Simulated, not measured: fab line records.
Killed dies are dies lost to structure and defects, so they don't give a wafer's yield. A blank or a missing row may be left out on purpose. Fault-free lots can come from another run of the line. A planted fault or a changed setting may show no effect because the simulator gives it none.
What tool caused it? || flow nand_harc || 72 wafers sampled from 24 lots at 1 step of a route of 1302

## WHAT THE GAUGES READ, wafer by wafer
NHARC_P_GATE_CD_MEAS_26: target cd 120 nm. Usual: cd_nm 120.0 nm, standard deviation 0.56.
{"lot": "L074", "measured": "day 5 05:22", "on": "cd_sem-03", "cd_nm (nm)": "120.2 119.1 120.2", "flag": ""}
{"lot": "L075", "measured": "day 5 10:11", "on": "cd_sem-03", "cd_nm (nm)": "118.6 119.3 119.0", "flag": ""}
{"lot": "L076", "measured": "day 6 02:13", "on": "cd_sem-03", "cd_nm (nm)": "119.5 119.8 119.7", "flag": ""}
{"lot": "L077", "measured": "day 6 13:29", "on": "cd_sem-01", "cd_nm (nm)": "120.6 120.2 119.9", "flag": ""}
{"lot": "L078", "measured": "day 6 15:41", "on": "cd_sem-01", "cd_nm (nm)": "120.0 120.3 119.7", "flag": ""}
{"lot": "L079", "measured": "day 7 12:01", "on": "cd_sem-01", "cd_nm (nm)": "119.7 119.5 120.0", "flag": ""}
{"lot": "L080", "measured": "day 7 22:07", "on": "cd_sem-02", "cd_nm (nm)": "120.3 120.9 120.2", "flag": ""}
{"lot": "L081", "measured": "day 8 05:52", "on": "cd_sem-03", "cd_nm (nm)": "120.0 119.5 120.1", "flag": ""}
{"lot": "L082", "measured": "day 8 12:43", "on": "cd_sem-03", "cd_nm (nm)": "118.9 119.1 118.8", "flag": ""}
{"lot": "L083", "measured": "day 9 02:08", "on": "cd_sem-01", "cd_nm (nm)": "119.7 120.4 119.2", "flag": ""}
{"lot": "L084", "measured": "day 9 11:17", "on": "cd_sem-03", "cd_nm (nm)": "119.4 120.4 119.8", "flag": ""}
{"lot": "L085", "measured": "day 10 00:14", "on": "cd_sem-03", "cd_nm (nm)": "119.8 120.4 120.0", "flag": ""}
{"lot": "L086", "measured": "day 10 00:24", "on": "cd_sem-01", "cd_nm (nm)": "120.3 120.3 120.7", "flag": ""}
{"lot": "L087", "measured": "day 10 22:44", "on": "cd_sem-03", "cd_nm (nm)": "120.0 120.0 118.9", "flag": ""}
{"lot": "L088", "measured": "day 10 23:08", "on": "cd_sem-03", "cd_nm (nm)": "120.6 120.5 120.5", "flag": ""}
{"lot": "L090", "measured": "day 11 12:58", "on": "cd_sem-01", "cd_nm (nm)": "119.5 119.7 120.3", "flag": ""}
{"lot": "L089", "measured": "day 11 13:43", "on": "cd_sem-01", "cd_nm (nm)": "120.4 120.5 120.6", "flag": ""}
{"lot": "L091", "measured": "day 12 06:25", "on": "cd_sem-01", "cd_nm (nm)": "120.1 120.9 120.9", "flag": ""}
{"lot": "L092", "measured": "day 12 16:55", "on": "cd_sem-01", "cd_nm (nm)": "119.9 120.8 120.5", "flag": ""}
{"lot": "L093", "measured": "day 12 18:20", "on": "cd_sem-03", "cd_nm (nm)": "120.3 120.5 120.6", "flag": ""}
{"lot": "L094", "measured": "day 13 07:21", "on": "cd_sem-03", "cd_nm (nm)": "119.8 120.7 120.1", "flag": ""}
{"lot": "L095", "measured": "day 13 13:10", "on": "cd_sem-03", "cd_nm (nm)": "120.8 120.4 120.1", "flag": ""}
{"lot": "L096", "measured": "day 14 04:03", "on": "cd_sem-03", "cd_nm (nm)": "120.0 119.5 119.9", "flag": ""}
{"lot": "L097", "measured": "day 14 13:47", "on": "cd_sem-02", "cd_nm (nm)": "119.1 119.5 119.3", "flag": ""}

## WHAT TOOL EACH LOT RAN ON (gives the tool, then ch and the chambers of the sampled wafers, and finally the start)
Before these readings, the record contains no process step.

## WHAT THE TOOLS THEMSELVES READ (means of the sampled wafers that have a number; where no wafer has one, the mark that the record gives instead)
The record holds no such reading with a usual standard deviation.

## THE ANSWER, worked out from the rows above alone
Rule: take the mean of a lot's wafers that have a number; if it is more than 3 standard deviations from the usual mean, the lot is off. Also off: a lot with no number at a reading for which 4 or more lots have one. Any other lot the step has rows for is counted as sound. First the gauges in route order, then the tools' own readings, where a lot's mean is used as printed above. The first step at which some lot is off is used, and at that step the reading that is off furthest; a lot without a number counts as furthest.
Across all readings shown, no lot is off: no conclusion can be drawn from this.

## WHAT THE SIMULATOR HAD INSERTED
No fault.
